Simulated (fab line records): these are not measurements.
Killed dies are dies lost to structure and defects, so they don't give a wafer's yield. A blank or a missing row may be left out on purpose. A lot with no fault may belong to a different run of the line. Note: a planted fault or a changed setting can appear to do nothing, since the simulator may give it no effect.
Chamber matching	flow n5 finfet	N5_BEOL_M13_DESCUM_15 on rie diel-05 has 4 sister chambers
The step chemistry O2, time 7.9 s. 4 wafers are shown with their chamber, then 7 later ones without.

== WAFERS WITH THEIR CHAMBER ==
wafer	chamber	drypump motor current A (A)
L905.3	2	6.0
L916.2	3	5.6
L917.1	0	6.2
L917.2	1	5.2

== WAFERS WITH NO CHAMBER GIVEN ==
wafer	drypump motor current A (A)
L917.3	6.1
L920.3	6.0
L920.4	5.6
L920.6	5.2
L923.1	5.2
L923.2	5.5
L923.5	6.0

== WHICH CHAMBER EACH ONE RAN IN ==
wafer	from the rows above	in truth
L917.3	can't be placed: 2 or 0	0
L920.3	2	2
L920.4	3	3
L920.6	1	1
L923.1	1	1
L923.2	3	3
L923.5	2	2
Placed correctly: 6 of 7. These rows do not allow placing 1 (true chamber among the candidates in 1). Number placed wrongly: 0.
How it was worked out, from the rows above alone: a wafer's distance from a chamber is the root of the sum, over the readings, of the square of ((its reading less the chamber's mean) divided by the reading's scatter). If the next closest chamber is less than 2 further off than the closest, the wafer can't be placed; otherwise it belongs to the closest. Each chamber's mean is taken over the wafers shown for it. The scatter (one wafer shown for each chamber): square how far every hidden wafer sits from the nearest shown wafer, average those squares and take the square root.
